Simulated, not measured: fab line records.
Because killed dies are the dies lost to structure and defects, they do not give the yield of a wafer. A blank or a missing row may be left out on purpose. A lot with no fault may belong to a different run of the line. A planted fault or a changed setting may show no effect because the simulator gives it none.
The tool behind it: which one?    flow nandHarc    12 lots (36 wafers sampled), 1 step of a 1159-step route

== WHAT THE GAUGES SHOWED, per wafer ==
NHARC_A_M1_OVL_MEAS_10: pitch 240 nm. Usual: overlayXNm -0.2 nm, standard deviation 0.55; overlayYNm -0.2 nm, standard deviation 0.94.
lot   measured      on          overlayXNm (nm)  overlayYNm (nm)  flag
L664  day 17 21:28  overlay-02  -0.5 -0.2 -0.1   1.6 2.4 1.8      
L665  day 17 22:05  overlay-02  0.5 -0.9 -0.6    -1.2 -0.3 -0.8   
L666  day 18 06:13  overlay-02  -1.3 -1.3 -1.1   -0.8 -0.5 -1.1   
L667  day 18 06:29  overlay-01  -0.6 -0.9 -0.6   -0.4 -0.3 -0.3   
L668  day 18 06:48  overlay-02  -1.3 -1.0 -1.5   -0.9 -0.8 -1.1   
L670  day 18 23:08  overlay-02  0.3 0.2 0.0      -0.7 -0.2 -0.7   
L672  day 19 14:04  overlay-02  0.4 0.4 0.5      -0.4 -0.3 -0.7   
L675  day 19 22:50  overlay-01  0.2 0.1 -0.2     0.3 0.6 0.6      
L673  day 20 09:21  overlay-01  -0.4 0.0 -0.4    -1.1 -1.2 -1.6   
L678  day 20 22:02  overlay-01  0.1 -0.1 0.5     -0.2 -1.2 -0.3   
L676  day 21 00:01  overlay-02  -0.6 -0.8 -0.3   -1.8 -2.6 -2.1   
L687  day 24 12:49  overlay-02  -0.8 -0.9 -1.2   0.6 0.2 0.3      

== WHICH TOOL RAN EACH LOT (tool, then ch and the chambers of the sampled wafers, then the start) ==
The record holds no process step before these readings.

== AS READ BY THE TOOLS THEMSELVES (means over the sampled wafers that have a number; for cases with no such wafer, the mark the record gives instead) ==
The record holds no such reading with a usual standard deviation.

== THE ANSWER, worked out from the rows above alone ==
Rule: take the mean of a lot's wafers that have a number; if it is more than 3 standard deviations from the usual mean, the lot is off. Also off: a lot with no number at a reading for which 4 or more lots have one. All remaining lots with rows at the step are treated as sound. Order of review: gauges by route order, followed by the tools' own readings, for which a lot's mean as printed above is used. At the first step where some lot is off, the reading lying furthest off is the one used; lots without a number count as furthest.
Across all readings shown, no lot is off: no conclusion can be drawn from this.

== WHAT THE SIMULATOR HAD INSERTED ==
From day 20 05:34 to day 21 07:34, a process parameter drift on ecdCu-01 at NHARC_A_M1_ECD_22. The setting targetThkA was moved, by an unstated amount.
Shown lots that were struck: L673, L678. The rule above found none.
